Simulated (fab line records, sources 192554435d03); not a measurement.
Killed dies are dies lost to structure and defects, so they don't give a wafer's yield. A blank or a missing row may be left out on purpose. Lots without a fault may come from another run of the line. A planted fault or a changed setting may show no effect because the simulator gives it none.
fab line records | flow n5_finfet
record lots=11 wafers=32 last_day=19
route steps=1938 shown BEOL_M7@1326 BEOL_M8@1344 PASSIVATION@1936
lots that met no fault: from a run of the same line without faults
start_h: hours from the record's first day to the start of the lot's first wafer shown | wait_h: hours since the lot's step before | " the same as in the row above | L1.1+2: a row that stands for several wafers | - no value, or no start given | * or withheld: withheld | < > ~ a bound
route shown NAME@n: a module of which the file shows steps, and the number in the route of the first | usual: mean/standard deviation of fault-free wafers | same: alike in all rows | chamber/n: place in a boat | sites: the reading at each site | _std_site: their standard deviation | _edge_site: outer sites' mean less inner sites' | radius_mm: how far each site lies from the wafer's centre | mask NAME#n: copy n | behind: the tool/chamber that last shaped the wafer | hold: why the lot was held/for how many hours/how that ended | device: the transistor (n, p or np) that didn't switch | end of line: the same wafers' tests at the end of the route | a step without rows: its recipe alone | killed: dies lost to structure and defects at the first sort, not the wafer's yield | map: a wafer's dies, x killed, . not, _ none there
set.NAME: the setting as run; set.NAME@STEP: as run at that earlier step | model.NAME: the simulator's own value behind a step, which no gauge read
steps of the route over a sample of lots; a table a step, a row a wafer
services: from which hour (start_h, from the record's first day; less than 0 if before it) a tool's chamber was out of use, for how many hours, and why
## steps
# step N5_BEOL_M7_CMP_52
# recipe stop_on=SiCOH_lowk t_overpolish_s=6.9 down_force_psi=1 platen_rpm=50 clearing_platen_down_force_psi=1.5 clearing_platen_rpm=50 post_cmp_clean=cu_alkaline target_thk_nm=80 clearing_platen_pad_velocity_m_s=0.99484 pad_velocity_m_s=0.99484
# usual barrier_field_endpoint_s=28.8/0.65 motor_current_A=6.2/0.53 overpolish_run_s=6.900/0.0086 time_to_endpoint_s=62.6/2.6
# columns lot.wafer tool chamber start_h wait_h barrier_field_endpoint_s motor_current_A overpolish_run_s time_to_endpoint_s
L321.1 cmp-03 2 237.37 0.3 29.0 6.9 6.908 64.2
L321.5 " 1 " " 28.5 4.9 6.900 64.7
L321.6 " 2 " " 28.3 7.1 6.901 63.9
L322.3 cmp-01 1 246.93 0.2 29.5 6.7 6.889 67.7
L322.2 " 3 " " 29.3 5.6 6.898 66.5
L322.5 " 1 " " 30.0 6.5 6.908 65.8
L323.4 cmp-03 3 266.37 0.1 29.8 7.0 6.914 62.5
L323.1 " 0 " " 28.8 6.0 6.903 63.7
L323.5 " 0 " " 30.0 5.8 6.904 64.5
L325.1 cmp-04 3 275.41 0.3 28.1 6.4 6.910 62.5
L325.5 " 3 " " 28.7 6.3 6.902 62.3
L334.4 cmp-03 3 320.08 0.2 28.5 6.2 6.898 60.9
L334.5 " 1 " " 28.2 5.3 6.899 59.6
L334.6 " 2 " " 28.8 7.3 6.890 62.2
L337.4 cmp-01 2 326.86 0.2 28.7 6.2 6.897 63.7
L337.2 " 3 " " 28.7 5.9 6.897 63.3
L337.5 " 1 " " 30.3 6.3 6.900 64.0
L342.2 cmp-01 1 348.28 0.2 27.6 6.4 6.897 57.8
L342.4 " 0 " " 28.8 6.9 6.903 62.7
L342.6 " 1 " " 29.6 6.4 6.908 66.4
L338.4 cmp-01 1 356.60 0.1 29.0 6.3 6.891 61.6
L338.2 " 0 " " 28.4 6.7 6.902 60.1
L338.6 " 2 " " 29.3 6.4 6.903 63.1
L340.1 cmp-03 3 364.27 0.5 27.5 6.9 6.895 57.9
L340.4 " 0 " " 28.1 6.0 6.902 59.0
L340.2 " 1 " " 28.5 5.3 6.904 61.1
L336.4 cmp-04 3 366.92 0.1 27.6 6.4 6.885 58.7
L336.2 " 0 " " 29.0 5.9 6.902 62.7
L336.6 " 0 " " 28.7 5.4 6.891 61.4
L341.4 cmp-04 3 374.17 0.1 28.6 6.3 6.886 61.3
L341.3 " 0 " " 28.4 5.7 6.896 60.5
L341.6 " 3 " " 28.6 6.1 6.884 59.8
# step N5_BEOL_M7_THK_MEAS_53
# recipe thk_meas_gauge=xrf reads=Cu_of_BEOL_M7_ECD_50
# usual M7_THK=77.8/1.6
# columns lot.wafer tool chamber start_h wait_h M7_THK[nm]
L321.1 film_metro-02 - 237.63 - 80.6
L321.5 " - " " 77.3
L321.6 " - " " 78.5
L322.2 film_metro-01 - 247.19 - 75.3
L322.3 " - " " 75.6
L322.5 " - " " 75.9
L323.1 film_metro-02 - 266.67 - 80.5
L323.4 " - " " 78.1
L323.5 " - " " 79.5
L325.1 film_metro-01 - 275.70 - 74.9
L325.5 " - " " 76.6
L334.4 film_metro-02 - 320.30 - 78.6
L334.5 " - " " 77.3
L334.6 " - " " 79.4
L337.2 film_metro-01 - 327.08 - 77.2
L337.4 " - " " 77.8
L337.5 " - " " 76.4
L342.2 film_metro-02 - 348.58 - 77.0
L342.4 " - " " 76.3
L342.6 " - " " 78.8
L338.2 film_metro-01 - 356.90 - 75.3
L338.4 " - " " 77.9
L338.6 " - " " 76.0
L340.1 film_metro-02 - 364.52 - 75.9
L340.2 " - " " 78.0
L340.4 " - " " 76.8
L336.2 film_metro-02 - 367.22 - 75.6
L336.4 " - " " 79.2
L336.6 " - " " 78.5
L341.3 film_metro-01 - 374.47 - 78.6
L341.4 " - " " 75.2
L341.6 " - " " 73.7
# step N5_BEOL_M7_DEP_56
# recipe material=SiCN target_thk_a=100 temp_c=withheld precursor=3MS/NH3 pressure_torr=3 rf_w=202 time_s=17.5
# usual showerhead_plenum_p_Torr=3.655/0.014 throttle_valve_pct=9.0/0.44
# columns lot.wafer tool chamber start_h wait_h showerhead_plenum_p_Torr throttle_valve_pct
L321.1 pecvd-02 0 237.69 0.0 3.646 9.0
L321.5 " 0 " " 3.658 9.0
L321.6 " 1 " " 3.688 9.3
L322.2 pecvd-03 0 247.25 0.0 3.661 9.2
L322.3 " 2 " " 3.648 8.3
L322.5 " 1 " " 3.646 9.4
L323.1 pecvd-03 1 266.73 0.0 3.645 9.3
L323.4 " 0 " " 3.672 9.4
L323.5 " 1 " " 3.657 9.8
L325.1 pecvd-04 2 275.76 0.0 3.671 7.9
L325.5 " 2 " " 3.664 8.1
L334.4 pecvd-03 1 320.38 0.0 3.657 9.6
L334.5 " 0 " " 3.652 9.6
L334.6 " 2 " " 3.635 8.6
L337.2 pecvd-02 2 327.14 0.0 3.640 9.0
L337.4 " 0 " " 3.663 9.0
L337.5 " 1 " " 3.688 9.3
L342.2 pecvd-03 1 348.64 0.0 3.648 9.3
L342.4 " 0 " " 3.653 9.5
L342.6 " 1 " " 3.647 9.4
L338.2 pecvd-04 2 356.96 0.0 3.674 8.2
L338.4 " 1 " " 3.636 9.1
L338.6 " 2 " " 3.664 8.3
L340.1 pecvd-04 1 364.59 0.0 3.642 8.9
L340.2 " 2 " " 3.676 8.0
L340.4 " 2 " " 3.665 8.4
L336.2 pecvd-02 0 367.28 0.0 3.657 8.6
L336.4 " 0 " " 3.653 9.1
L336.6 " 2 " " 3.655 9.2
L341.3 pecvd-02 2 374.53 0.0 3.647 9.1
L341.4 " 1 " " 3.684 9.0
L341.6 " 0 " " 3.645 9.1
# step N5_BEOL_M8_DEVELOP_10
# recipe develop_time_s=30 developer=TMAH resist=CAR-ArF rinse_liquid=diw dry=air_spin dev_temp_c=23
# columns lot.wafer tool chamber start_h wait_h
L321.1+5+6 litho_track-04 0 238.95 -
L322.2+3+5 litho_track-04 0 249.54 -
L323.1+4+5 litho_track-03 0 267.99 -
L325.1+5 litho_track-03 0 279.08 -
L334.4+5+6 litho_track-04 0 322.59 -
L337.2+4+5 litho_track-04 0 329.23 -
L342.2+4+6 litho_track-03 0 352.05 -
L338.2+4+6 litho_track-02 0 358.51 -
L340.1+2+4 litho_track-03 0 367.30 -
L336.2+4+6 litho_track-04 0 370.97 -
L341.3+4+6 litho_track-03 0 377.81 -
# step N5_BEOL_M8_CD_MEAS_11
# recipe target_cd_nm=38.5 landing_energy_ev=500 detector=se_inlens polarity=opening
# usual cd_nm=38.4/0.42
# columns lot.wafer tool chamber start_h wait_h cd_nm
L321.1 cd_sem-02 0 239.01 - 38.6
L321.5 " 0 " " 39.0
L321.6 " 0 " " 38.6
L322.2 cd_sem-03 0 249.60 - 37.8
L322.3 " 0 " " 38.0
L322.5 " 0 " " 37.6
L323.1 cd_sem-01 0 268.05 - 37.4
L323.4 " 0 " " 37.9
L323.5 " 0 " " 38.3
L325.1 cd_sem-01 0 279.13 - 38.3
L325.5 " 0 " " 36.9
L334.4 cd_sem-02 0 322.65 - 38.1
L334.5 " 0 " " 38.0
L334.6 " 0 " " 38.3
L337.2 cd_sem-01 0 329.29 - 38.3
L337.4 " 0 " " 37.5
L337.5 " 0 " " 38.1
L342.2 cd_sem-02 0 352.11 - 38.4
L342.4 " 0 " " 38.4
L342.6 " 0 " " 38.3
L338.2 cd_sem-02 0 358.57 - 39.1
L338.4 " 0 " " 39.9
L338.6 " 0 " " 39.0
L340.1 cd_sem-02 0 367.36 - 38.5
L340.2 " 0 " " 38.3
L340.4 " 0 " " 38.5
L336.2 cd_sem-02 0 371.03 - 39.4
L336.4 " 0 " " 38.8
L336.6 " 0 " " 38.4
L341.3 cd_sem-02 0 377.87 - 38.4
L341.4 " 0 " " 38.1
L341.6 " 0 " " 38.4
# step N5_BEOL_M8_CD_MEAS_18
# recipe pitch_nm=80 target_cd_nm=40
# usual cd_nm=40.0/0.44
# columns lot.wafer tool chamber start_h wait_h cd_nm
L321.1 cd_sem-02 - 245.50 0.0 39.9
L321.5 " - " " 40.4
L321.6 " - " " 40.1
L322.2 cd_sem-02 - 252.78 0.1 39.5
L322.3 " - " " 39.3
L322.5 " - " " 39.4
L323.1 cd_sem-01 - 268.87 0.0 39.8
L323.4 " - " " 40.7
L323.5 " - " " 39.8
L325.1 cd_sem-01 - 279.76 0.0 40.4
L325.5 " - " " 38.5
L334.4 cd_sem-01 - 324.55 0.1 39.8
L334.5 " - " " 39.7
L334.6 " - " " 40.2
L337.2 cd_sem-03 - 329.89 0.1 40.1
L337.4 " - " " 39.2
L337.5 " - " " 39.1
L342.2 cd_sem-03 - 352.83 0.1 40.7
L342.4 " - " " 39.9
L342.6 " - " " 40.0
L338.2 cd_sem-02 - 359.15 0.1 41.2
L338.4 " - " " 40.9
L338.6 " - " " 40.8
L340.1 cd_sem-02 - 367.92 0.0 40.1
L340.2 " - " " 39.5
L340.4 " - " " 39.7
L336.2 cd_sem-03 - 371.65 0.1 40.9
L336.4 " - " " 40.1
L336.6 " - " " 39.7
L341.3 cd_sem-03 - 378.49 0.1 40.2
L341.4 " - " " 39.5
L341.6 " - " " 40.2
# step N5_PASSIVATION_PROBE_49
# usual defect_limited_yield=91.1/1.4 killed_at_M0_to_M3=34/10 killed_at_M4_up=14/5.5 killed_at_contacts=12/5.1 killed_at_front_end=41/12 killed_at_other=4/3.1 killed_dies=105/17 killed_on_rim=13/3.7 killed_open=70/13 killed_short=33/7.6 sort_bin_5_function=5.3/0.98 sort_bin_6_memory=3.3/0.67 sort_n_pass=1075/17 sort_yield_pct=91.1/1.4
# same gross_dies=1180 killed_at_back_side=0 sort_bin_4_leakage[%]=0 sort_bin_8_speed[%]=0
# columns lot.wafer tool chamber start_h wait_h defect_limited_yield[%] killed_at_M0_to_M3 killed_at_M4_up killed_at_contacts killed_at_front_end killed_at_other killed_dies killed_on_rim killed_open killed_short sort_bin_5_function[%] sort_bin_6_memory[%] sort_n_pass sort_yield_pct[%]
L334.4 prober-01 - 400.83 0.2 90.8 31 13 12 46 6 108 8 69 37 5.1 3.8 1072 90.8
L334.6 prober-01 - 400.93 0.3 93.0 28 21 8 26 0 83 9 53 28 4.1 3.0 1097 93.0
# killed by level:class
L334.4 FIN_SAQP:geometric_particle:short=10 STI_FIN_REVEAL:geometric_particle:open=10 MOL_CONTACT_COAG:geometric_particle:open=9 BEOL_M3:geometric_particle:open=6 BEOL_M4:geometric_particle:open=6 FIN_SAQP:geometric_particle:open=5 GATE_CUT:geometric_particle:open=5 BEOL_M0_SAQP:geometric_particle:open=5
L334.6 BEOL_M0_SAQP:geometric_particle:open=7 BEOL_M5:geometric_particle:open=7 MOL_CONTACT_COAG:geometric_particle:open=6 BEOL_M0_SAQP:geometric_particle:short=6 BEOL_M3:geometric_particle:open=6 FIN_SAQP:geometric_particle:short=5 DUMMY_GATE:geometric_particle:open=5 BEOL_M8:geometric_particle:open=5
## services
# columns tool chamber start_h hours kind
litho_track-03 - 232.60 - consumable_replace:filter
cmp-01 - 236.00 6.8 pm
pecvd-02 - 239.97 1.1 repair
pecvd-04 1 245.84 3.8 repair
cmp-01 - 247.27 5.1 repair
cmp-04 - 271.62 3.2 repair
cmp-03 - 279.02 0.5 repair
pecvd-03 0 285.92 5.5 scheduled_down
pecvd-03 2 295.39 5.9 repair
pecvd-02 2 304.17 2.1 scheduled_down
cmp-03 - 306.25 2.1 repair
pecvd-02 1 311.59 5.5 scheduled_down
cmp-04 - 312.23 2.6 repair
cmp-01 - 313.34 12.6 repair
pecvd-02 2 319.12 5.5 scheduled_down
pecvd-03 - 322.59 2.8 pm
cmp-04 - 325.66 4.0 pm
cmp-01 - 330.49 0.3 repair
cmp-01 - 339.13 1.6 repair
cmp-03 - 342.02 4.0 pm
cmp-03 - 346.02 - consumable_replace:conditioner
cmp-04 - 356.73 0.9 repair
pecvd-03 1 367.19 6.5 repair
pecvd-02 - 370.57 2.9 repair
## key
first_sign step=N5_BEOL_M8_CD_MEAS_11 reading=cd_nm direction=down sigmas=3.6 usual=38.4 struck=36.9
effect step=N5_BEOL_M8_CD_MEAS_18 reading=cd_nm direction=down sigmas=3.5 usual=40.0 struck=38.5
met_at N5_BEOL_M8_DEVELOP_10
struck_lots L325
struck_wafers L325.5
not_acting_at N5_BEOL_M7_CMP_52,N5_BEOL_M7_THK_MEAS_53,N5_BEOL_M7_DEP_56
onset_between 267.99 279.08
fault kind=process_parameter_drift tool=litho_track-03 chamber=- onset_h=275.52 steps=N5_BEOL_M8_DEVELOP_10 channel=develop_time_s offset=* shape=step end_h=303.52 scope=struck_wafers_only acts_in=* stated=*
